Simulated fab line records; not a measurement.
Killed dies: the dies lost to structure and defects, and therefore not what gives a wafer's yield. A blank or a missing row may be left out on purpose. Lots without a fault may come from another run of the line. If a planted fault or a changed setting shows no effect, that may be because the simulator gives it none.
A struck lot beside a sound one || flow n5-finfet || 16 out of 1938 route steps
Sound: wafers L237.3, L237.4, L237.5. Struck: wafer L243.3 (left out: L243.4, L243.5 of the same lot, which were not struck); the cause appears at the end.
Order at every step that has rows: each side's tool, ch and its chambers, its first start. Under that, the readings that differ: sound wafers || struck wafers || difference of the means || sigmas: that difference in standard deviations of wafers without a fault.
alike: readings whose means differ by less than 2 such deviations, and words and numbers that are the same on both sides. not compared: withheld readings, readings that some wafer has no value for, bounds like >300 that may hide the same value, and numbers for which the record gives no deviation and whose values overlap.
Wherever a step has rows on one side only, a row that says differs or no value, or a row with sigmas, the two part there. When numbers do not overlap yet have no deviation, they are printed without sigmas and do not part them. A reading missing from all wafers of one side parts the sides only when that side holds two or more wafers.

N5_HKMG_FIN_STRIP_60: strips in N2/H2, time 360 s.
  sound on plasma-asher-01 ch 0,1, day 4 15:38; struck on plasma-asher-02 ch 1, day 5 19:38
{"reading": "drypump-motor-current-A (A)", "sound": "6.1 6.3 6.1", "struck": 5.5, "difference": -0.7, "sigmas": -2}
  alike: heater-power-w
  not compared: rf-hours-counter-h
then, 2 steps without rows for these wafers: N5_HKMG_FIN_WET_ETCH_77 (etches La2O3 in dHCl, stops on HfO2, target depth 2 nm); N5_HKMG_FIN_WET_ETCH_78 (etches Al2O3 in dNH4OH, stops on La2O3, target depth 4.5 nm, rinse time 30 s).
N5_HKMG_FIN_ALD_79: deposits TiN, target thk 1.5 nm, pulse time 1 s, purge time 3 s.
  sound on ald-metal-04 ch 2,3, day 4 16:00; struck on ald-metal-02 ch 3, day 5 20:05
  alike: heater-power-w, precursor-pulse-height-rel, susceptor-temp-C
N5_HKMG_FIN_CVD_62: deposits a-Si from Si2H6, target thk 3 nm, time 20.8 s.
  sound on thermal-cvd-si-01 ch 0,1,2, day 4 16:22; struck on thermal-cvd-si-01 ch 1, day 5 20:27
  alike: heater-power-w
then, 5 steps without rows for these wafers: N5_HKMG_FIN_RTA_80 (time 2 s); N5_HKMG_FIN_PRECLEAN_64 (cleans in dHF, time 30 s); N5_HKMG_FIN_WET_ETCH_65 (etches a-Si in TMAH, stops on TiN, time 49 s, target depth 3 nm); N5_HKMG_FIN_WET_ETCH_81 (etches TiN in SC1, stops on HfO2, time 57 s, target depth 6 nm); N5_HKMG_FIN_WET_ETCH_82 (etches La2O3 in dHCl, stops on HfO2, target depth 2 nm, rinse time 30 s).
N5_HKMG_FIN_ALD_36: deposits TiN, target thk 1 nm, pulse time 1 s, purge time 3 s.
  sound on ald-metal-04 ch 0,2,3, day 4 16:46; struck on ald-metal-01 ch 0, day 5 21:12
  alike: heater-power-w, precursor-pulse-height-rel, susceptor-temp-C
N5_HKMG_FIN_THK_MEAS_70: measures by xrf.
  sound on film-metro-02, day 4 17:03; struck on film-metro-01, day 5 21:29
  alike: HK_THK
N5_HKMG_FIN_PWFM_ALD_03: deposits TiN, target thk 2 nm, pulse time 1 s, purge time 3 s.
  sound on ald-metal-04 ch 1,2,3, day 4 17:05; struck on ald-metal-02 ch 2, day 5 21:31
{"reading": "heater-power-w (W)", "sound": "872 729 755", "struck": 1044, "difference": "+259", "sigmas": "+3"}
{"reading": "precursor-pulse-height-rel", "sound": "0.989 1.002 0.982", "struck": 1.047, "difference": "+0.056", "sigmas": "+3"}
{"reading": "susceptor-temp-C (C)", "sound": "400.05 400.10 400.20", "struck": 425.84, "difference": "+25.72", "sigmas": "+99 or more"}
then, 1 step without rows for these wafers: N5_HKMG_FIN_COAT_29 (time 60 s, resist thk 300 nm).
-- record jumps: 6 days separate the struck wafers' starts on either side; left off in module HKMG_FIN, taken up again in module BEOL_M4, whose first shown step is the route's number 1111 --
N5_BEOL_M4_RC_MEAS_101:
  sound on prober-01 ch 0, day 9 05:45; struck on prober-01 ch 0, day 12 05:40
  alike: DIBL_N, DIBL_P, IOFF_N, IOFF_P, ION_N, ION_P, SS_N, SS_P, VT_N, VT_P
N5_PASSIVATION_PROBE_49:
  the record has rows for the sound wafers here (prober-01, day 13 06:25) and none for the struck ones

== WHERE THEY PART ==
Earliest at N5_HKMG_FIN_STRIP_60; latest, in this record, at N5_PASSIVATION_PROBE_49.

WHY: what had been put in by the simulator
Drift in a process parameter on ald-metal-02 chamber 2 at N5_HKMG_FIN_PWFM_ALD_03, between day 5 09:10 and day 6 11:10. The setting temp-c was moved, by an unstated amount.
